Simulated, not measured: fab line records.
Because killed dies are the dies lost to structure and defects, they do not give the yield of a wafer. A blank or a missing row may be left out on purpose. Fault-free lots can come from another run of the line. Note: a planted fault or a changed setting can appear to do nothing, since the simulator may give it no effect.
A single fault, viewed from 2 desks :: flow nand-harc :: each desk holds nothing but its own numbers, with what lay behind them at the end

## THE METROLOGY DESK
Means of the sampled wafers that have a number, per lot and without regard to the tool the lot ran on: this is what the gauges read. Any lot whose mean is over 4 standard deviations away from the usual mean is out of limits and marked OUT; that distance is given in the brackets.
Columns: A = cd-nm at NHARC_P_STI_CD_MEAS_09, usual 200.7 nm
lot: L907
first seen here: day 2 11:35
A: 200.9

lot: L908
first seen here: day 2 17:46
A: 198.7

lot: L910
first seen here: day 3 04:07
A: 199.1

lot: L911
first seen here: day 3 13:58
A: 200.6

lot: L912
first seen here: day 3 14:07
A: 201.7

lot: L918
first seen here: day 5 04:54
A: 202.8

lot: L920
first seen here: day 5 17:01
A: 201.8

lot: L921
first seen here: day 5 22:56
A: 201.2

lot: L924
first seen here: day 6 17:50
A: 199.5

lot: L925
first seen here: day 6 23:06
A: 202.6

lot: L928
first seen here: day 7 17:58
A: 201.8

lot: L930
first seen here: day 8 06:08
A: 199.7
Result from this desk: across the 12 lots, nothing is out of limits.

## TOOL OWNER'S DESK, litho-track-05
Per lot that ran on this tool, the mean of the sampled wafers carrying a number, from the tool's own readings at NHARC_P_STI_SOFTBAKE_04 (time 70 s). Any lot whose mean is over 4 standard deviations away from the usual mean is out of limits and marked OUT; that distance is given in the brackets.
Columns: A = heater-power-total-W at NHARC_P_STI_SOFTBAKE_04, usual 201.0 W; B = resist-line-temp-C at NHARC_P_STI_SOFTBAKE_04, usual 22.98 C
lot: L911
first seen here: day 3 13:00
A: 202.1
B: 22.96

lot: L918
first seen here: day 5 04:00
A: 200.6
B: 23.01

lot: L920
first seen here: day 5 16:00
A: 205.5
B: 22.86

lot: L930
first seen here: day 8 05:00
A: 201.2
B: 23.08
Result from this desk: across the 4 lots, nothing is out of limits.

## PUT TOGETHER
At the metrology desk, nothing out of limits was observed.
The desk of the tool owner found nothing out of limits.

## WHAT THE SIMULATOR PUT IN
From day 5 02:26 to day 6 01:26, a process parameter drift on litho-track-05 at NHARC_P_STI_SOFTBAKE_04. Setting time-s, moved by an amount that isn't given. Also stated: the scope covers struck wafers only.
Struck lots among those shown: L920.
